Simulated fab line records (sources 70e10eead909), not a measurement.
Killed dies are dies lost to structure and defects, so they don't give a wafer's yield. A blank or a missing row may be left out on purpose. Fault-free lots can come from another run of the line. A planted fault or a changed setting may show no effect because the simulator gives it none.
8D (eight disciplines) problem report, filled in by code || flow nand-harc || the parts of the form that need people (team, actions taken, sign-off) are left out

1. WHAT IS WRONG
rf-fwd-power-W at NHARC_A_CHANNEL_HOLE_D1_ETCH_34 reads a mean of 296.1 W on 6 wafers of 2 lots; wafers without a fault read 495.3 W with a standard deviation of 2. So: -99 or more standard deviations from the usual mean.
The step: etches the open film in CF4/CHF3, target depth 154 nm, time 77 s.
First seen on wafer L197.2, day 11 09:22, on rie-diel-12. Wafers with a number at this step in the record: 42, from 14 lots. Rule for "out" (also "out of limits"): further than 4 standard deviations from the usual mean. The other wafers with a number count as sound.

2. WHAT IT IS AND WHAT IT IS NOT
{"question": "which readings at this step", "is": "rf-fwd-power-W, oes-product-au", "is not": "drypump-motor-current-A, rf-vpp-V, showerhead-plenum-p-Torr, throttle-valve-pct"}
{"question": "which lots", "is": "L197, L200", "is not": "L186, L187, L188, L189, L190, L191, L192, L193, L199, L203, L206, L209"}
{"question": "which wafers of those lots", "is": "all that have a number", "is not": "-"}
{"question": "read on which tools", "is": "rie-diel-12", "is not": "rie-diel-06, rie-diel-10"}
{"question": "when", "is": "from day 11 09:22", "is not": "up to then (24 sound wafers); but 12 sound wafers of L199, L203, L206, L209 came after"}

3. WHAT RULES OUT EACH SUSPECT
Counting: a tool at a process step up to the reading stays a suspect if it ran every lot that is out and no sound lot after the first of them.
- rie-diel-12 at NHARC_A_CHANNEL_HOLE_D1_ETCH_34 (etches the open film in CF4/CHF3, target depth 154 nm, time 77 s): kept. Every lot that is out went through it, starting with L197 (day 11 09:22), and after that it ran no sound lot; the last sound lot it ran before then is L193 (day 10 04:40). Its own readings are out on those wafers: oes-product-au, rf-fwd-power-W.
The count leaves rie-diel-12 at NHARC_A_CHANNEL_HOLE_D1_ETCH_34.

4. THE CAUSE (what the simulator had put in)
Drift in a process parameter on rie-diel-12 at NHARC_A_CHANNEL_HOLE_D1_ETCH_34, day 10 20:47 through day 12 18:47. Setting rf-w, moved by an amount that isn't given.
The count eliminated every tool but this one.

5. THE CHAIN OF EFFECTS, in route order
Each row: a reading whose mean over the struck wafers that have a number lies more than 3 standard deviations from the usual. Only readings whose record carries a usual standard deviation are examined. hours: median over the lots of the time between each lot's start at the first step of this table that gives one and its start at this step. sigmas: the change, counted in usual standard deviations.
{"hours": 0, "step": "NHARC_A_CHANNEL_HOLE_D1_ETCH_34", "reading": "oes-product-au", "usual": "0.933 a.u.", "on struck wafers": 0.706, "change": -0.227, "sigmas": -10}
{"hours": 0, "step": "NHARC_A_CHANNEL_HOLE_D1_ETCH_34", "reading": "rf-fwd-power-W", "usual": "495.3 W", "on struck wafers": 296.1, "change": -199.2, "sigmas": "-99 or more"}
It contains these process steps:
- NHARC_A_CHANNEL_HOLE_D1_ETCH_34: etches the open film in CF4/CHF3, target depth 154 nm, time 77 s.

6. HOW IT WOULD HAVE BEEN CAUGHT EARLIER
In this record the first reading out of limits was taken at day 11 09:22, 13 hours after the fault began at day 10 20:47.
